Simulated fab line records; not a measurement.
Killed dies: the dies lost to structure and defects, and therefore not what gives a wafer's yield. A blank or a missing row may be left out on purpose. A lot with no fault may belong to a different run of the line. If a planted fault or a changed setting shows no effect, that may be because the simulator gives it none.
Split-lot trial -- flow n5Finfet -- 21 wafers read from 7 lots, route of 1938 steps

== THE SPLIT ==
At N5_BEOL_M13_COAT_58 (time 60 s, resist thk 89 nm), the setting spinRpm was moved away from the recipe's 1500 rpm on 7 of the 21 wafers read, by -7.3% to -2.8%. For the rest of the wafers, this setting stayed at what the recipe calls for.

== FROM THE SPLIT TO THE READING: what the file shows between them, 3 steps ==
- N5_BEOL_M13_COAT_04: resist thk 400 nm
- N5_BEOL_M13_EBR_06
- N5_BEOL_M13_DESCUM_15: chemistry O2, time 7.9 s

== THE READING ==
etch.depthNm (the simulator's own value, which no gauge read), in nm, at N5_BEOL_M13_ETCH_59 (etches BARC in N2/H2, target depth 89 nm, overetch 26.7 nm, time 67.9 s). There is no usual value for it anywhere in the file. The 14 wafers here that ran the recipe average 89.08 nm, standard deviation 0.29 nm.

wafer,"tool, chamber at the split","spinRpm as run, rpm",against the recipe,"etch.depthNm, nm",against lot-mates on the recipe
L074.1,"lithoTrack-02, 0",1500,recipe,89.42,-
L074.2,"lithoTrack-02, 0",1500,recipe,89.32,-
L074.5,"lithoTrack-02, 0",1453,-3.1%,90.78,+1.41
L080.1,"lithoTrack-02, 0",1500,recipe,88.92,-
L080.2,"lithoTrack-02, 0",1500,recipe,89,-
L080.5,"lithoTrack-02, 0",1458,-2.8%,90.13,+1.17
L081.1,"lithoTrack-02, 0",1500,recipe,88.82,-
L081.2,"lithoTrack-02, 0",1500,recipe,88.73,-
L081.5,"lithoTrack-02, 0",1500,recipe,88.74,-
L084.1,"lithoTrack-04, 0",1500,recipe,88.85,-
L084.2,"lithoTrack-04, 0",1500,recipe,89.22,-
L084.4,"lithoTrack-04, 0",1500,recipe,88.86,-
L086.1,"lithoTrack-05, 0",1500,recipe,89.62,-
L086.3,"lithoTrack-05, 0",1500,recipe,89.24,-
L086.5,"lithoTrack-05, 0",1500,recipe,89.52,-
L087.3,"lithoTrack-05, 0",1426,-4.9%,91.58,no lot-mate on the recipe
L087.5,"lithoTrack-05, 0",1426,-4.9%,91.68,no lot-mate on the recipe
L087.6,"lithoTrack-05, 0",1426,-4.9%,91.93,no lot-mate on the recipe
L091.4,"lithoTrack-02, 0",1390,-7.3%,92.49,+3.67
L091.5,"lithoTrack-02, 0",1390,-7.3%,92.76,+3.94
L091.6,"lithoTrack-02, 0",1500,recipe,88.82,-

FIT RESULTS
A straight line over all 21 wafers: etch.depthNm changes by -0.502 nm for each +1% of spinRpm; r = -0.98; the points scatter about the line by 0.29 nm.
The same after taking each lot's own level away (the mean of its wafers on the recipe; 18 wafers): -0.51 nm for each +1%; r = -0.99; scatter 0.14 nm.
The reading moves by 3.7 nm for the largest change in spinRpm, on that fit.
Measured against the standard deviation above, the lots' own levels, which go from 88.763 to 89.460 nm, span 2.4 times it.
Consequently the slope shifts little with the lot-to-lot level, the two slopes agreeing.
Check: +3.76 nm against its lot-mates is what the line predicts for one of the wafers moved furthest among these (-7.3%) when that wafer is left out of the fit. It came out at +3.67 nm against them.

== OTHER SPLITS ON THESE WAFERS ==
Other splits were also applied to these wafers ahead of the reading. Each is held against what the fit with the lots' levels taken away leaves over:
other split on the same wafers,wafers away from the commonest value,r with etch.depthNm (lot level and that fit taken away)
N5_BEOL_M8_HM_DEP_02 targetThkA,5,-0.30
N5_BEOL_M9_PECVD_70 tempC,10,-0.01
N5_BEOL_M11_EXPOSE_25 doseMj,10,+0.12
N5_BEOL_M12_CMP_49 downForcePsi,9,-0.21

== THE WHOLE CHAIN: every reading that the file lists as answering this split, in the file's order ==
step,what it does,reading,change (the file's fit),r (the file's)
N5_BEOL_M13_COAT_58,"time 60 s, resist thk 89 nm","BARC_of_BEOL_M13_COAT_58.thkNm (the simulator's own value, which no gauge read)",-0.499 nm for each +1% of the setting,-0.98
N5_BEOL_M13_ETCH_59,"etches BARC in N2/H2, target depth 89 nm, overetch 26.7 nm, time 67.9 s","etch.depthNm (the simulator's own value, which no gauge read)",-0.498 nm for each +1% of the setting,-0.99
N5_BEOL_M13_STRIP_64,strips in N2/H2,stripTimeToEndpointS,withheld for each +1% of the setting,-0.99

== THE FILE'S OWN FIT ==
etch.depthNm changes by -0.498 nm for each +1% of spinRpm, r = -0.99.
